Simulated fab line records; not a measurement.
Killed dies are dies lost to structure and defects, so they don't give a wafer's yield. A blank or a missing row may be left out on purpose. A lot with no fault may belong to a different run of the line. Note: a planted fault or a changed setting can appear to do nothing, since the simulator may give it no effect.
fab line records	flow n5Finfet	part 2 of 2: steps 23 to 32 of 32
record lots=5	wafers=15	lastDay=17
route steps=1938 shown BEOL_M4@1066
lots with no fault: from the same line, run without faults
startH: hours from the record's opening day to when the first of the lot's shown wafers began	waitH: hours from the lot's prior step to this one	" repeats the value in the row above	L1.1+2: a single row standing in for several wafers	- no value, or no start given	* or withheld: withheld	< > ~ a bound
route shown NAME@n: a module of which the file shows steps, and the number in the route of the first	usual: mean/standard deviation of fault-free wafers	same: alike in all rows	chamber/n: place in a boat	sites: readings site by site	_std_site: their standard deviation	_edge_site: mean of outer sites minus mean of inner sites	radiusMm: for every site, how far away it sits from the centre of the wafer	mask NAME#n: copy n	behind: the most recent tool/chamber to have shaped the wafer	hold: why the lot was held/for how many hours/how that ended	device: which transistor (n, p or np) failed to switch	end of line: tests run on the same wafers once the route is complete	step lacking rows: just its recipe	killed: count of dies lost to structure and defects at first sort (not the wafer's yield)	map: dies across one wafer; x = killed, . = not, _ = none there
set.NAME: setting as actually run; set.NAME@STEP: the setting as run at that earlier step	model.NAME: the simulator's own value behind a step, which no gauge read
certain route steps with their lots: each step a table, each wafer a row
services: when a tool's chamber went out of use (startH, in hours from the record's first day, below 0 if earlier), for how many hours, and the reason
## steps
# step N5_BEOL_M4_SPUTTER_81
# recipe material=Cu	targetThkA=45	tempC=-20	chamberPressurePa=0.07	powerW=withheld	timeS=8.29
# usual throttleValvePct=29.7/1.2
lot.wafer	tool	chamber	startH	waitH	throttleValvePct
L081.1	pvdSputter-02	-	207.76	0.1	27.6
L081.2	"	-	"	"	29.9
L081.5	"	-	"	"	27.4
L083.1	pvdSputter-02	-	213.50	0.1	29.6
L083.3	"	-	"	"	29.7
L083.6	"	-	"	"	29.9
L085.1	pvdSputter-03	-	244.22	0.1	29.1
L085.5	"	-	"	"	28.7
L085.6	"	-	"	"	31.3
L093.3	pvdSputter-01	-	275.25	0.1	27.8
L093.4	"	-	"	"	30.9
L093.6	"	-	"	"	30.8
L095.2	pvdSputter-02	-	304.96	0.1	27.3
L095.4	"	-	"	"	29.4
L095.6	"	-	"	"	29.5
# step N5_BEOL_M4_ANNEAL_82
# recipe tempC=400	timeS=240	ambient=vacuum
# usual heaterPowerW=822/84
lot.wafer	tool	chamber	startH	waitH	heaterPowerW
L081.1	pvdSputter-02	-	207.84	0.0	935
L081.2	"	-	"	"	752
L081.5	"	-	"	"	931
L083.1	pvdSputter-02	-	213.58	0.0	761
L083.3	"	-	"	"	736
L083.6	"	-	"	"	768
L085.1	pvdSputter-03	-	244.30	0.0	731
L085.5	"	-	"	"	858
L085.6	"	-	"	"	992
L093.3	pvdSputter-01	-	275.33	0.0	822
L093.4	"	-	"	"	736
L093.6	"	-	"	"	738
L095.2	pvdSputter-02	-	305.04	0.0	910
L095.4	"	-	"	"	769
L095.6	"	-	"	"	764
# step N5_BEOL_M4_SPUTTER_86
# recipe material=Cu	targetThkA=45	tempC=-20	chamberPressurePa=0.07	powerW=withheld	timeS=8.29
# usual throttleValvePct=29.6/1.2
lot.wafer	tool	chamber	startH	waitH	throttleValvePct
L081.1	pvdSputter-02	-	207.98	0.1	27.6
L081.2	"	-	"	"	29.9
L081.5	"	-	"	"	27.3
L083.1	pvdSputter-02	-	213.72	0.1	29.6
L083.3	"	-	"	"	29.8
L083.6	"	-	"	"	30.0
L085.1	pvdSputter-03	-	244.44	0.1	29.2
L085.5	"	-	"	"	28.6
L085.6	"	-	"	"	30.9
L093.3	pvdSputter-01	-	275.47	0.1	27.5
L093.4	"	-	"	"	30.8
L093.6	"	-	"	"	30.7
L095.2	pvdSputter-02	-	305.18	0.1	27.4
L095.4	"	-	"	"	29.6
L095.6	"	-	"	"	29.8
# step N5_BEOL_M4_ANNEAL_87
# recipe tempC=400	timeS=240	ambient=vacuum
# usual heaterPowerW=822/85
lot.wafer	tool	chamber	startH	waitH	heaterPowerW
L081.1	pvdSputter-02	-	208.06	0.0	950
L081.2	"	-	"	"	730
L081.5	"	-	"	"	917
L083.1	pvdSputter-02	-	213.80	0.0	745
L083.3	"	-	"	"	750
L083.6	"	-	"	"	775
L085.1	pvdSputter-03	-	244.52	0.0	748
L085.5	"	-	"	"	845
L085.6	"	-	"	"	1015
L093.3	pvdSputter-01	-	275.55	0.0	791
L093.4	"	-	"	"	734
L093.6	"	-	"	"	721
L095.2	pvdSputter-02	-	305.26	0.0	917
L095.4	"	-	"	"	755
L095.6	"	-	"	"	737
# step N5_BEOL_M4_SPUTTER_88
# recipe material=Cu	targetThkA=45	tempC=-20	chamberPressurePa=0.07	powerW=withheld	timeS=8.29
# usual throttleValvePct=29.7/1.2
lot.wafer	tool	chamber	startH	waitH	throttleValvePct
L081.1	pvdSputter-02	-	208.20	0.1	27.5
L081.2	"	-	"	"	30.1
L081.5	"	-	"	"	27.4
L083.1	pvdSputter-02	-	213.94	0.1	30.0
L083.3	"	-	"	"	29.9
L083.6	"	-	"	"	29.8
L085.1	pvdSputter-03	-	244.66	0.1	29.2
L085.5	"	-	"	"	29.0
L085.6	"	-	"	"	30.7
L093.3	pvdSputter-01	-	275.69	0.1	27.8
L093.4	"	-	"	"	30.9
L093.6	"	-	"	"	31.1
L095.2	pvdSputter-02	-	305.40	0.1	27.5
L095.4	"	-	"	"	29.9
L095.6	"	-	"	"	29.7
# step N5_BEOL_M4_ANNEAL_89
# recipe tempC=400	timeS=240	ambient=vacuum
# usual heaterPowerW=821/81
lot.wafer	tool	chamber	startH	waitH	heaterPowerW
L081.1	pvdSputter-02	-	208.28	0.0	930
L081.2	"	-	"	"	738
L081.5	"	-	"	"	900
L083.1	pvdSputter-02	-	214.02	0.0	769
L083.3	"	-	"	"	742
L083.6	"	-	"	"	778
L085.1	pvdSputter-03	-	244.74	0.0	756
L085.5	"	-	"	"	852
L085.6	"	-	"	"	984
L093.3	pvdSputter-01	-	275.77	0.0	801
L093.4	"	-	"	"	731
L093.6	"	-	"	"	729
L095.2	pvdSputter-02	-	305.48	0.0	906
L095.4	"	-	"	"	758
L095.6	"	-	"	"	757
# step N5_BEOL_M4_SPUTTER_90
# recipe material=Cu	targetThkA=45	tempC=-20	chamberPressurePa=0.07	powerW=withheld	timeS=8.29
# usual throttleValvePct=29.7/1.2
lot.wafer	tool	chamber	startH	waitH	throttleValvePct
L081.1	pvdSputter-02	-	208.42	0.1	27.5
L081.2	"	-	"	"	30.0
L081.5	"	-	"	"	27.5
L083.1	pvdSputter-02	-	214.16	0.1	29.6
L083.3	"	-	"	"	30.0
L083.6	"	-	"	"	29.7
L085.1	pvdSputter-03	-	244.88	0.1	29.5
L085.5	"	-	"	"	28.9
L085.6	"	-	"	"	31.0
L093.3	pvdSputter-01	-	275.91	0.1	27.5
L093.4	"	-	"	"	31.1
L093.6	"	-	"	"	30.9
L095.2	pvdSputter-02	-	305.62	0.1	27.5
L095.4	"	-	"	"	29.3
L095.6	"	-	"	"	29.8
# step N5_BEOL_M4_ANNEAL_91
# recipe tempC=400	timeS=240	ambient=vacuum
# usual heaterPowerW=821/84
lot.wafer	tool	chamber	startH	waitH	heaterPowerW
L081.1	pvdSputter-02	-	208.50	0.0	926
L081.2	"	-	"	"	719
L081.5	"	-	"	"	910
L083.1	pvdSputter-02	-	214.24	0.0	763
L083.3	"	-	"	"	719
L083.6	"	-	"	"	753
L085.1	pvdSputter-03	-	244.96	0.0	744
L085.5	"	-	"	"	860
L085.6	"	-	"	"	1011
L093.3	pvdSputter-01	-	275.99	0.0	805
L093.4	"	-	"	"	719
L093.6	"	-	"	"	743
L095.2	pvdSputter-02	-	305.70	0.0	914
L095.4	"	-	"	"	754
L095.6	"	-	"	"	745
# step N5_BEOL_M4_SPUTTER_92
# recipe material=Cu	targetThkA=45	tempC=-20	chamberPressurePa=0.07	powerW=withheld	timeS=8.29
# usual throttleValvePct=29.7/1.2
lot.wafer	tool	chamber	startH	waitH	throttleValvePct
L081.1	pvdSputter-02	-	208.64	0.1	27.2
L081.2	"	-	"	"	29.9
L081.5	"	-	"	"	27.3
L083.1	pvdSputter-02	-	214.38	0.1	29.4
L083.3	"	-	"	"	30.0
L083.6	"	-	"	"	29.6
L085.1	pvdSputter-03	-	245.10	0.1	29.6
L085.5	"	-	"	"	28.9
L085.6	"	-	"	"	31.1
L093.3	pvdSputter-01	-	276.13	0.1	27.5
L093.4	"	-	"	"	30.9
L093.6	"	-	"	"	31.0
L095.2	pvdSputter-02	-	305.84	0.1	27.6
L095.4	"	-	"	"	29.6
L095.6	"	-	"	"	29.7
# step N5_BEOL_M4_ANNEAL_93
# recipe tempC=400	timeS=240	ambient=vacuum
# usual heaterPowerW=822/84
lot.wafer	tool	chamber	startH	waitH	heaterPowerW
L081.1	pvdSputter-02	-	208.72	0.0	922
L081.2	"	-	"	"	745
L081.5	"	-	"	"	906
L083.1	pvdSputter-02	-	214.46	0.0	757
L083.3	"	-	"	"	721
L083.6	"	-	"	"	763
L085.1	pvdSputter-03	-	245.18	0.0	745
L085.5	"	-	"	"	830
L085.6	"	-	"	"	962
L093.3	pvdSputter-01	-	276.21	0.0	804
L093.4	"	-	"	"	746
L093.6	"	-	"	"	733
L095.2	pvdSputter-02	-	305.92	0.0	926
L095.4	"	-	"	"	782
L095.6	"	-	"	"	741
## services
tool	chamber	startH	hours	kind
wetBench-03	-	183.84	0.6	repair
rieDiel-04	3	188.51	-	clean
rieDiel-04	3	188.51	-	consumableReplace:focusRing
rieDiel-04	3	188.51	-	consumableReplace:showerhead
rieDiel-04	3	188.51	14.8	scheduledDown
rieDiel-04	3	188.51	14.8	ventCycle
aldMetal-01	-	202.06	2.8	pm
rieDiel-05	3	202.56	13.1	repair
aldMetal-04	-	219.47	1.0	repair
wetBench-03	-	239.61	3.1	repair
rieDiel-03	2	245.19	-	clean
rieDiel-03	2	245.19	-	consumableReplace:focusRing
rieDiel-03	2	245.19	22.5	scheduledDown
rieDiel-03	2	245.19	22.5	ventCycle
pvdSputter-01	-	281.97	1.4	repair
rieDiel-03	2	282.26	6.2	repair
cvdCo-02	1	290.74	2.7	repair
rieDiel-05	3	297.86	-	clean
rieDiel-05	3	297.86	-	consumableReplace:focusRing
rieDiel-05	3	297.86	17.7	scheduledDown
rieDiel-05	3	297.86	17.7	ventCycle
rieDiel-04	1	301.83	9.3	repair
